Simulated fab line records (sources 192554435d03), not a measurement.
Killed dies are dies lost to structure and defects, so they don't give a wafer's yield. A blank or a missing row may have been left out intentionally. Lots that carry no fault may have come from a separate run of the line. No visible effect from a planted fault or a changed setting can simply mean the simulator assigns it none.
fab line records | flow n5-finfet
record: lots: 9 wafers: 27 last-day: 17
route steps=1938 shown HKMG_FIN@405 BEOL_M4@1111 PASSIVATION@1936
lots untouched by any fault: they come from a run of this same line in which no faults occurred
start-h: the number of hours between the record's first day and the start of the first shown wafer of the lot | wait-h: hours from the lot's prior step to this one | " unchanged from the row above | L1.1+2: one row covering several wafers at once | - either no value or no given start | * or withheld: withheld | < > ~ a bound
route shown NAME@n: names a module that has steps shown in the file, with the first one's number in the route | usual: mean and standard deviation over wafers with no fault | same: alike in all rows | chamber/n: place in a boat | sites: the reading at each site | _std_site: the standard deviation of these | _edge_site: the outer-site mean with the inner-site mean subtracted | radius-mm: how far each site lies from the wafer's centre | mask NAME#n: copy n | behind: the last tool/chamber to shape the wafer | hold: what put the lot on hold/how long, in hours/how the hold closed | device: names the non-switching transistor (n, p or np) | end of line: the route-end tests of the same wafers | step lacking rows: just its recipe | killed: dies lost to structure and defects at the first sort, not the wafer's yield | map: shows each die of a wafer: x if killed, . if not, _ if none is there
set.NAME: the setting as run; set.NAME@STEP: as run at that earlier step | model.NAME: the simulator's own value behind a step, which no gauge read
a sample of lots followed through the steps of the route, with each step as a table and each wafer as a row
services: a tool's chamber out of use, with start hour (start-h, from the record's first day; less than 0 if before it), hours out, and reason
== steps ==
step: N5_HKMG_FIN_STRIP_57
recipe: chemistry: CF4 resist: SiARC power-w: 300 bias-power-w: 75 pressure-mtorr: 50 cf4-flow-sccm: 150 rf-frequency-hz: 6e+07
usual: drypump-motor-current-A: 5.7/0.5 oes-product-au: 0.77/0.092 rf-vpp-V: 271.0/1.4 showerhead-plenum-p-Torr: 1.78/0.049 throttle-valve-pct: 13.60/0.23
columns lot.wafer tool chamber start-h wait-h drypump-motor-current-A oes-product-au rf-hours-counter-h rf-vpp-V showerhead-plenum-p-Torr throttle-valve-pct
L497.1 rie-diel-04 0 73.69 0.0 5.6 0.72 201 271.4 1.78 13.94
L497.2 " 1 " " 5.6 0.73 174 272.5 1.79 13.54
L497.3 " 3 " " 5.6 0.76 147 269.2 1.73 13.37
L500.1 rie-diel-04 0 93.09 0.0 5.6 0.71 207 269.1 1.78 13.96
L500.5 " 2 " " 6.5 0.70 - 270.9 1.70 13.89
L500.6 " 3 " " 5.6 0.76 - 269.6 1.73 13.39
L503.2 rie-diel-06 3 112.02 0.0 6.8 0.76 147 272.2 1.86 13.63
L503.5 " 1 " " 5.3 0.70 - 270.8 1.78 13.65
L503.6 " 2 " " 5.4 0.70 - 270.7 1.76 13.84
L504.1 rie-diel-04 3 118.34 0.0 5.6 0.75 164 270.5 1.72 13.40
L504.2 " 0 " " 5.6 0.70 218 272.0 1.77 13.97
L504.6 " 2 " " 6.5 0.70 - 267.8 1.70 13.91
L506.1 rie-diel-04 3 129.08 0.0 5.6 0.75 168 269.3 1.72 13.41
L506.3 " 0 " " 5.6 0.70 221 270.4 1.77 13.98
L506.5 " 2 " " 6.5 0.70 - 268.9 1.70 13.92
L507.1 rie-diel-01 1 135.94 0.0 4.9 0.94 5 271.1 1.77 13.19
L507.3 " 3 " " 5.8 0.92 16 272.1 1.83 13.35
L507.6 " 3 " " 5.8 0.93 - 271.8 1.83 13.36
L508.3 rie-diel-01 3 149.03 0.0 5.8 0.91 22 270.6 1.83 13.36
L508.4 " 1 " " 4.9 0.93 - 269.5 1.77 13.20
L508.5 " 2 " " 5.5 0.72 - 270.8 1.79 13.49
L512.1 rie-diel-06 3 165.12 0.0 6.8 0.75 167 273.3 1.85 13.67
L512.3 " 1 " " 5.3 0.69 225 270.0 1.77 13.72
L512.6 " 1 " " 5.4 0.69 - 271.8 1.77 13.73
L519.2 rie-diel-06 2 206.74 0.0 5.4 0.91 15 270.7 1.76 13.32
L519.4 " 3 " " 6.8 0.74 181 273.8 1.85 13.69
L519.6 " 0 " " 5.5 0.74 - 271.5 1.87 13.76
step: N5_HKMG_FIN_WET_ETCH_78
recipe: chemistry: dNH4OH mix: 1:50 temp-c: 25 target: Al2O3 stop-on: La2O3 target-depth-nm: 4.5 dry: ipa-marangoni rinse-time-s: 30 rinse-temp-c: 23
columns lot.wafer tool chamber start-h wait-h
L497.1+2+3 wet-bench-05 1,7,2 74.70 0.0
L500.1+5+6 wet-bench-03 1,7,4 94.11 0.0
L503.2+5+6 wet-bench-01 5,6,4 113.04 0.0
L504.1+2+6 wet-bench-01 3,6,2 119.36 0.0
L506.1+3+5 wet-bench-03 3,4,1 130.10 0.0
L507.1+3+6 wet-bench-01 7,1,5 136.95 0.0
L508.3+4+5 wet-bench-01 7,6,0 150.04 0.0
L512.1+3+6 wet-bench-01 5,0,1 166.14 0.0
L519.2+4+6 wet-bench-05 6,0,7 207.81 0.0
step: N5_HKMG_FIN_INSPECT_14
recipe: mode: adi inspect-instrument: macro
usual: raw-defect-count: 2.0/1.3
columns lot.wafer tool chamber start-h wait-h raw-defect-count
L497.1 defect-inspect-02 - 76.70 0.0 3
L497.2 " - " " 3
L497.3 " - " " 0
L500.1 defect-inspect-02 - 96.38 0.0 1
L500.5 " - " " 2
L500.6 " - " " 3
L503.2 defect-inspect-01 - 114.97 0.0 2
L503.5 " - " " 2
L503.6 " - " " 1
L504.1 defect-inspect-02 - 121.48 0.0 1
L504.2 " - " " 2
L504.6 " - " " 2
L506.1 defect-inspect-01 - 132.15 0.0 1
L506.3 " - " " 5
L506.5 " - " " 2
L507.1 defect-inspect-02 - 139.02 0.0 2
L507.3 " - " " 1
L507.6 " - " " 2
L508.3 defect-inspect-02 - 152.09 0.0 >300
L508.4 " - " " >300
L508.5 " - " " >300
L512.1 defect-inspect-02 - 168.17 0.0 >300
L512.3 " - " " >300
L512.6 " - " " >300
L519.2 defect-inspect-01 - 210.05 0.0 2
L519.4 " - " " 0
L519.6 " - " " 3
step: N5_HKMG_FIN_ETCH_31
recipe: chemistry: CF4 target: SiARC target-depth-a: 455 mask-material: CAR-ArF time-s: 75.8 ion-energy-ev: 80 pressure-mtorr: 40 source-w: 545 bias-w: 36 Ar_flow_sccm: 100 cf4-flow-sccm: 100 ends: cleared
usual: drypump-motor-current-A: 5.6/0.48 etch-rf-on-time-s: 75.9/1.2 oes-product-au: 0.67/0.086 rf-vpp-V: 184.2/1.2 showerhead-plenum-p-Torr: 2.14/0.057 throttle-valve-pct: 15.61/0.23
columns lot.wafer tool chamber start-h wait-h drypump-motor-current-A etch-rf-on-time-s oes-product-au rf-hours-counter-h rf-vpp-V showerhead-plenum-p-Torr throttle-valve-pct
L497.1 rie-diel-06 0 76.76 0.0 5.5 75.7 0.68 107 187.6 2.24 15.67
L497.2 " 3 " " 6.8 76.6 0.65 136 185.4 2.22 15.61
L497.3 " 1 " " 5.3 74.7 0.62 195 184.7 2.13 15.65
L500.1 rie-diel-01 1 96.45 0.0 4.9 77.7 0.58 246 183.8 2.11 15.72
L500.5 " 2 " " 5.5 76.2 0.64 - 185.1 2.15 15.47
L500.6 " 0 " " 5.4 77.9 0.59 - 185.4 2.20 16.14
L503.2 rie-diel-01 2 115.04 0.0 5.5 75.3 0.64 149 184.1 2.14 15.48
L503.5 " 2 " " 5.5 75.6 0.63 - 182.5 2.15 15.48
L503.6 " 3 " " 5.8 75.1 0.83 - 183.0 2.18 15.38
L504.1 rie-diel-04 3 121.55 0.0 5.6 75.1 0.65 165 183.7 2.05 15.42
L504.2 " 0 " " 5.6 76.2 0.60 219 185.8 2.12 16.03
L504.6 " 2 " " 6.5 77.7 0.59 - 183.4 2.03 15.94
L506.1 rie-diel-04 2 132.22 0.0 6.5 77.7 0.58 248 181.1 2.03 15.94
L506.3 " 0 " " 5.6 76.5 0.60 222 183.4 2.12 16.01
L506.5 " 3 " " 5.6 74.6 0.65 - 183.7 2.05 15.42
L507.1 rie-diel-01 1 139.80 0.0 4.8 74.4 0.82 7 183.2 2.11 15.23
L507.3 " 2 " " 5.5 76.2 0.62 160 184.0 2.14 15.50
L507.6 " 2 " " 5.5 76.5 0.62 - 184.0 2.14 15.50
L508.3 rie-diel-06 0 152.45 0.0 5.5 76.1 0.65 130 186.0 2.23 15.73
L508.4 " 3 " " 6.8 76.7 0.64 - 183.5 2.22 15.68
L508.5 " 1 " " 5.3 75.9 0.60 - 183.9 2.12 15.70
L512.1 rie-diel-04 2 168.27 0.0 6.5 75.0 0.83 5 186.7 2.28 15.46
L512.3 " 1 " " 5.6 76.7 0.60 211 183.2 2.12 15.61
L512.6 " 2 " " 6.5 75.1 0.83 - 186.7 2.28 15.45
L519.2 rie-diel-01 1 210.22 0.0 4.9 76.6 0.76 34 183.3 2.10 15.29
L519.4 " 3 " " 5.8 76.5 0.75 42 184.9 2.17 15.46
L519.6 " 1 " " 4.8 76.2 0.75 - 184.0 2.10 15.28
step: N5_HKMG_FIN_ETCH_35
recipe: chemistry: N2/H2 target: SOC target-depth-a: 2158 ion-energy-ev: 65 bias-w: 5 source-w: 3000 time-s: 243.4 pressure-mtorr: 30 n2-flow-sccm: 200 h2-flow-sccm: 200
usual: drypump-motor-current-A: 5.6/0.48 oes-product-au: 0.79/0.1 rf-vpp-V: 141.6/1 showerhead-plenum-p-Torr: 2.55/0.075 throttle-valve-pct: 17.87/0.24
columns lot.wafer tool chamber start-h wait-h drypump-motor-current-A oes-product-au rf-hours-counter-h rf-vpp-V showerhead-plenum-p-Torr throttle-valve-pct
L497.1 rie-diel-06 0 77.03 0.0 5.5 0.79 107 143.5 2.67 17.90
L497.2 " 3 " " 6.8 0.78 136 142.7 2.66 17.79
L497.3 " 1 " " 5.4 0.71 195 140.3 2.52 17.87
L500.1 rie-diel-01 1 96.71 0.0 4.9 0.67 246 139.9 2.50 17.94
L500.5 " 2 " " 5.5 0.75 - 140.6 2.54 17.69
L500.6 " 0 " " 5.4 0.69 - 141.2 2.62 18.41
L503.2 rie-diel-01 2 115.30 0.0 5.5 0.75 150 141.9 2.54 17.69
L503.5 " 2 " " 5.5 0.74 - 141.6 2.54 17.70
L503.6 " 3 " " 5.8 0.96 - 141.9 2.61 17.64
L504.1 rie-diel-04 3 121.82 0.0 5.6 0.77 166 138.9 2.43 17.61
L504.2 " 0 " " 5.6 0.71 219 141.6 2.52 18.28
L504.6 " 2 " " 6.5 0.68 - 140.8 2.41 18.24
L506.1 rie-diel-04 2 132.49 0.0 6.5 0.69 249 140.3 2.41 18.25
L506.3 " 0 " " 5.6 0.71 223 139.8 2.52 18.27
L506.5 " 3 " " 5.6 0.76 - 139.9 2.43 17.63
L507.1 rie-diel-01 1 140.07 0.0 4.8 0.96 7 140.3 2.50 17.51
L507.3 " 2 " " 5.5 0.74 161 140.1 2.54 17.71
L507.6 " 2 " " 5.5 0.74 - 141.0 2.54 17.75
L508.3 rie-diel-06 0 152.71 0.0 5.5 0.77 130 142.8 2.66 17.95
L508.4 " 3 " " 6.8 0.75 - 141.2 2.64 17.84
L508.5 " 1 " " 5.3 0.70 - 143.0 2.51 17.90
L512.1 rie-diel-04 2 168.54 0.0 6.5 0.98 5 142.4 2.72 17.84
L512.3 " 1 " " 5.6 0.70 211 142.9 2.52 17.96
L512.6 " 2 " " 6.5 0.97 - 142.9 2.72 17.82
L519.2 rie-diel-01 1 210.48 0.0 4.9 0.88 34 142.1 2.49 17.56
L519.4 " 3 " " 5.8 0.88 43 142.4 2.60 17.70
L519.6 " 1 " " 4.9 0.88 - 141.3 2.49 17.57
step: N5_BEOL_M4_RC_MEAS_101
usual: DIBL_N: 36.4/1.5 DIBL_P: 36.6/1.9 IOFF_N: 0.155/0.021 IOFF_P: 0.211/0.028 ION_N: 671/8.6 ION_P: 462/5.8 SS_N: 71.5/0.5 SS_P: 73.4/0.58 VT_N: 250.1/2.4 VT_P: -250.1/3
columns lot.wafer tool chamber start-h wait-h DIBL_N[mV/V] DIBL_P[mV/V] IOFF_N[nA/um] IOFF_P[nA/um] ION_N[uA/um] ION_P[uA/um] SS_N[mV/dec] SS_P[mV/dec] VT_N[mV] VT_P[mV]
L497.1 prober-02 0 167.86 0.0 35.7 35.0 0.134 0.193 674 457 71.2 72.5 250.6 -250.8
L497.2 " 0 " " 35.3 35.4 0.138 0.200 667 464 71.4 72.0 248.9 -251.9
L497.3 " 0 " " 35.8 34.5 0.142 0.189 685 461 71.5 72.8 250.2 -252.8
L500.1 prober-01 0 186.47 0.0 37.2 39.2 0.161 0.217 673 462 71.3 73.6 252.4 -251.4
L500.5 " 0 " " 38.2 39.4 0.176 0.220 674 460 72.0 73.9 250.6 -250.6
L500.6 " 0 " " 34.9 36.1 0.127 0.173 660 453 71.1 72.8 256.3 -252.3
L503.2 prober-02 0 207.85 0.2 36.5 36.7 0.155 0.208 673 460 71.6 73.4 250.9 -250.0
L503.5 " 0 " " 34.8 33.9 0.126 0.179 664 459 71.2 72.0 250.4 -253.1
L503.6 " 0 " " 36.1 36.1 0.144 0.205 669 462 71.3 73.7 252.1 -252.4
L504.1 prober-01 0 208.23 0.0 37.1 38.8 0.171 0.237 675 466 72.0 73.4 248.3 -246.5
L504.2 " 0 " " 36.5 37.6 0.168 0.222 674 463 71.3 73.5 247.9 -247.4
L504.6 " 0 " " 36.7 38.3 0.163 0.237 675 464 71.5 73.5 249.0 -246.5
L506.1 prober-02 0 224.30 0.0 37.3 36.8 0.157 0.208 676 460 71.5 73.1 250.6 -246.9
L506.3 " 0 " " 36.9 34.5 0.142 0.175 670 454 71.5 72.3 249.8 -251.8
L506.5 " 0 " " 38.4 37.2 0.170 0.222 679 466 71.0 73.1 250.6 -248.8
L507.1 prober-02 0 230.69 0.0 35.1 37.2 0.155 0.237 672 468 71.5 73.1 249.5 -246.7
L507.3 " 0 " " 34.4 36.2 0.144 0.221 669 458 71.2 73.0 250.6 -246.5
L507.6 " 0 " " 33.7 35.3 0.133 0.204 662 461 71.7 72.8 252.6 -252.6
L508.3 prober-02 0 237.28 0.3 38.7 38.5 0.179 0.225 667 459 71.6 74.1 249.6 -251.0
L508.4 " 0 " " 37.9 37.2 0.162 0.197 675 458 72.3 73.1 250.2 -252.6
L508.5 " 0 " " 35.8 34.8 0.128 0.170 660 449 71.3 73.0 255.4 -253.6
L512.1 prober-02 0 253.13 0.0 36.7 36.3 0.153 0.211 667 461 71.8 73.5 250.2 -251.3
L512.3 " 0 " " 37.1 36.5 0.157 0.212 678 467 71.4 73.0 248.7 -250.3
L512.6 " 0 " " 37.5 38.4 0.169 0.252 690 474 71.5 74.4 245.7 -248.6
L519.2 prober-01 0 297.41 0.2 32.6 33.7 0.128 0.168 670 469 71.4 72.8 252.5 -250.6
L519.4 " 0 " " 34.9 35.5 0.152 0.209 677 471 71.3 73.7 249.9 -246.6
L519.6 " 0 " " 34.2 34.8 0.143 0.188 679 467 71.7 73.1 251.6 -253.1
step: N5_PASSIVATION_PROBE_49
usual: defect-limited-yield: 91.5/1.4 killed_at_M0_to_M3: 33/10 killed_at_M4_up: 13/5 killed-at-contacts: 13/5.6 killed-at-front-end: 38/12 killed-at-other: 3.9/2.7 killed-dies: 100/16 killed-open: 66/13 killed-short: 32/7.2 sort_bin_5_function: 5.0/0.97 sort_bin_6_memory: 3.2/0.61 sort-n-pass: 1080/16 sort-yield-pct: 91.5/1.4
same: gross-dies: 1180 killed-at-back-side: 0 sort_bin_4_leakage[%]: 0 sort_bin_8_speed[%]: 0
columns lot.wafer tool chamber start-h wait-h defect-limited-yield[%] killed_at_M0_to_M3 killed_at_M4_up killed-at-contacts killed-at-front-end killed-at-other killed-dies killed-open killed-short sort_bin_5_function[%] sort_bin_6_memory[%] sort-n-pass sort-yield-pct[%]
L508.3 prober-02 - 336.39 0.1 80.8 42 6 1 176 2 227 46 43 13.1 3.6 953 80.8
L508.4 prober-02 - 336.44 0.2 83.5 44 7 18 118 8 195 75 40 9.6 4.9 985 83.5
L508.5 prober-02 - 336.49 0.2 80.3 38 16 8 160 10 232 72 24 12.9 4.2 948 80.3
L512.1 prober-02 - 356.75 0.0 86.4 26 18 16 101 0 161 49 28 8.8 2.5 1019 86.4
L512.3 prober-02 - 356.85 0.1 80.2 49 11 11 161 2 234 71 23 13.1 4.3 946 80.2
L512.6 prober-02 - 357.00 0.3 84.7 34 6 8 130 3 181 68 20 10.3 3.0 999 84.7
killed by level:class
L508.3 HKMG_FIN:unspecified=137 GATE_CUT:geometric-particle:short=12 BEOL_M0_SAQP:geometric-particle:short=11 BEOL_M0_SAQP:geometric-particle:open=10 SPACER0:geometric-particle:short=5 BEOL_M2:geometric-particle:open=5 BEOL_M3:geometric-particle:open=5 FIN_SAQP:geometric-particle:open=4
L508.4 HKMG_FIN:unspecified=78 BEOL_M2:geometric-particle:open=14 MOL_CONTACT_COAG:geometric-particle:open=14 BEOL_M1:geometric-particle:open=12 SPACER0:geometric-particle:short=7 FIN_SAQP:geometric-particle:short=6 BEOL_M0_SAQP:geometric-particle:open=6 FIN_SAQP:geometric-particle:open=5
L508.5 HKMG_FIN:unspecified=135 BEOL_M0_SAQP:geometric-particle:open=16 BEOL_M0_SAQP:geometric-particle:short=8 MOL_CONTACT_COAG:geometric-particle:open=7 FIN_SAQP:geometric-particle:open=6 BEOL_M2:geometric-particle:open=5 BEOL_M5:geometric-particle:open=5 SPACER0:geometric-particle:open=4
L512.1 HKMG_FIN:unspecified=84 MOL_CONTACT_COAG:geometric-particle:open=9 BEOL_M4:geometric-particle:open=9 BEOL_M3:geometric-particle:open=8 MOL_CONTACT_COAG:geometric-particle:short=7 FIN_SAQP:geometric-particle:open=4 BEOL_M0_SAQP:geometric-particle:short=4 STI_FIN_REVEAL:geometric-particle:open=3
L512.3 HKMG_FIN:unspecified=139 BEOL_M0_SAQP:geometric-particle:short=11 BEOL_M3:geometric-particle:open=11 MOL_CONTACT_COAG:geometric-particle:open=8 BEOL_M2:geometric-particle:open=8 BEOL_M0_SAQP:geometric-particle:open=6 BEOL_M4:geometric-particle:open=6 DUMMY_GATE:geometric-particle:open=5
L512.6 HKMG_FIN:unspecified=92 STI_FIN_REVEAL:geometric-particle:open=11 FIN_SAQP:geometric-particle:short=9 BEOL_M0_SAQP:geometric-particle:open=9 MOL_CONTACT_COAG:geometric-particle:open=8 BEOL_M1:geometric-particle:open=8 FIN_SAQP:geometric-particle:open=7 BEOL_M2:geometric-particle:open=7
== services ==
columns tool chamber start-h hours kind
rie-diel-04 1 57.67 9.6 repair
rie-diel-01 3 80.03 - clean
rie-diel-01 3 80.03 - consumable-replace:focus-ring
rie-diel-01 3 80.03 17.7 scheduled-down
rie-diel-01 3 80.03 17.7 vent-cycle
rie-diel-01 1 86.89 2.2 repair
rie-diel-06 3 95.74 5.3 repair
rie-diel-06 1 102.17 2.4 repair
rie-diel-01 - 104.58 0.5 repair
rie-diel-01 1 107.44 - clean
rie-diel-01 1 107.44 - consumable-replace:focus-ring
rie-diel-01 1 107.44 16.2 scheduled-down
rie-diel-01 1 107.44 16.2 vent-cycle
rie-diel-06 0 118.56 6.0 repair
rie-diel-01 0 128.57 - clean
rie-diel-01 0 128.57 - consumable-replace:focus-ring
rie-diel-01 0 128.57 21.9 scheduled-down
rie-diel-01 0 128.57 21.9 vent-cycle
rie-diel-04 2 135.03 - clean
rie-diel-04 2 135.03 - consumable-replace:focus-ring
rie-diel-04 2 135.03 - consumable-replace:showerhead
rie-diel-04 2 135.03 19.1 scheduled-down
rie-diel-04 2 135.03 19.1 vent-cycle
rie-diel-04 0 204.28 - clean
== key ==
first-sign: step: N5_HKMG_FIN_INSPECT_14 reading: raw-defect-count direction: up sigmas: 99+ usual: 2.0 struck: >300
effect: step: N5_PASSIVATION_PROBE_49 reading: killed-at-front-end direction: up sigmas: 8.4 usual: 38 struck: 141
more-kills-born-at: N5_HKMG_FIN_WET_ETCH_78@wet-bench-01: 665
met-at N5_HKMG_FIN_WET_ETCH_78
struck-lots L508,L512
not-acting-at N5_HKMG_FIN_STRIP_57,N5_HKMG_FIN_ETCH_31,N5_HKMG_FIN_ETCH_35
onset-between 136.95 150.04
fault: kind: chamber-particle-source tool: wet-bench-01 chamber: - onset-h: 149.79 steps: N5_HKMG_FIN_WET_ETCH_78 rate-per-visit-cm2: 1.1705 end-h: 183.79
